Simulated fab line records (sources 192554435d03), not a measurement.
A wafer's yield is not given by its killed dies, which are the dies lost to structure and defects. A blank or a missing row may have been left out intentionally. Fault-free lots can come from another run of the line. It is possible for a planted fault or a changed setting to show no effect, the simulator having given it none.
Lot-split experiment -- flow n5 finfet -- 21 wafers read across 7 lots, on a route 1938 steps long

## SPLIT DETAILS
At N5_BEOL_M15_PEB_26 (peb time 90 s), the setting peb temp c was moved away from the recipe's 130 C on 7 of the 21 wafers read, by -2.8% to +1.6%. This setting was run at the recipe's value on the other wafers.

## FROM THE SPLIT TO THE READING: what the file shows between them, 2 steps
- N5_BEOL_M15_DEVELOP_27: develop time 45 s
- N5_BEOL_M15_HARDBAKE_32: time 120 s

## THE READING
cd nm, in nm, at N5_BEOL_M15_CD_MEAS_28 (target cd 407.6 nm). A value of 410.2 nm with a standard deviation of 2.4 nm is what fault-free wafers of this fab line usually give.

wafer,"tool, chamber at the split","peb temp c as run, C",against the recipe,"cd nm, nm",against lot-mates on the recipe
L074.1,"litho track-05, 0",130,recipe,409.3,-
L074.2,"litho track-05, 0",132.1,+1.6%,415.4,+6.1
L074.3,"litho track-05, 0",132.1,+1.6%,416.3,+7.0
L079.2,"litho track-03, 0",130,recipe,413.0,-
L079.3,"litho track-03, 0",132.1,+1.6%,418.2,+5.2
L079.4,"litho track-03, 0",132.1,+1.6%,417.5,+4.5
L080.1,"litho track-02, 0",130,recipe,411.4,-
L080.2,"litho track-02, 0",126.3,-2.8%,388.5,-22.1
L080.5,"litho track-02, 0",130,recipe,409.8,-
L082.1,"litho track-05, 0",130,recipe,411.3,-
L082.3,"litho track-05, 0",130,recipe,410.3,-
L082.4,"litho track-05, 0",131.4,+1.1%,418.7,+7.9
L085.1,"litho track-02, 0",126.3,-2.8%,391.0,-16.8
L085.3,"litho track-02, 0",130,recipe,407.9,-
L085.4,"litho track-02, 0",130,recipe,407.6,-
L089.1,"litho track-03, 0",130,recipe,412.4,-
L089.3,"litho track-03, 0",130,recipe,409.5,-
L089.5,"litho track-03, 0",130,recipe,410.7,-
L091.1,"litho track-05, 0",130,recipe,413.1,-
L091.2,"litho track-05, 0",130,recipe,413.3,-
L091.5,"litho track-05, 0",130,recipe,412.7,-

FIT RESULTS
A straight line over all 21 wafers: cd nm changes by +6.09 nm for each +1% of peb temp c; r = +0.95; the points scatter about the line by 2.5 nm.
The same after taking each lot's own level away (the mean of its wafers on the recipe; 21 wafers): +5.67 nm for each +1%; r = +0.96; scatter 2.1 nm.
On that fit, the largest move of peb temp c shifts the reading by 16 nm.
The lots' own levels span 407.75 to 413.03 nm, that is 2.2 times the standard deviation above.
The two slopes are in agreement: the lot-to-lot level therefore moves the slope only a little.
Check: for one of the wafers moved furthest among these (-2.8%), held out of the fit, the line's prediction against its lot-mates is -14.2 nm. Against them it came out at -22.1 nm.

## FURTHER SPLITS ON THESE WAFERS
Other splits were also applied to these wafers ahead of the reading. Each is held against what the fit with the lots' levels taken away leaves over:
other split on the same wafers,wafers away from the commonest value,r with cd nm (lot level and that fit taken away)
N5_BEOL_M13_ILD_DEP_00 time s,4,+0.11
N5_BEOL_M14_ILD_DEP_00 time s,4,+0.53
N5_BEOL_M14_EXPOSE_07 dose mj,4,-0.05

## THE WHOLE CHAIN: every reading that the file lists as answering this split, in the file's order
step,what it does,reading,change (the file's fit),r (the file's)
N5_BEOL_M15_CD_MEAS_28,target cd 407.6 nm,cd nm,+6.1 nm for each +1% of the setting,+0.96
N5_BEOL_M15_DESCUM_33,"chemistry O2, time 7.9 s","BEOL_M15.cd nm (the simulator's own value, which no gauge read)",+6.02 nm for each +1% of the setting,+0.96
N5_BEOL_M15_ETCH_61,"etches BARC in N2/H2, target depth 89 nm, overetch 26.7 nm, time 67.9 s","BEOL_M15.cd nm (the simulator's own value, which no gauge read)",+5.76 nm for each +1% of the setting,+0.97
N5_BEOL_M15_ETCH_38,"etches SiCN in CF4/N2, target depth 106.4 nm, time 120.5 s","BEOL_M15.cd nm (the simulator's own value, which no gauge read)",+5.73 nm for each +1% of the setting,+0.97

## THE FILE'S OWN FIT
cd nm changes by +6.1 nm for each +1% of peb temp c, r = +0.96.
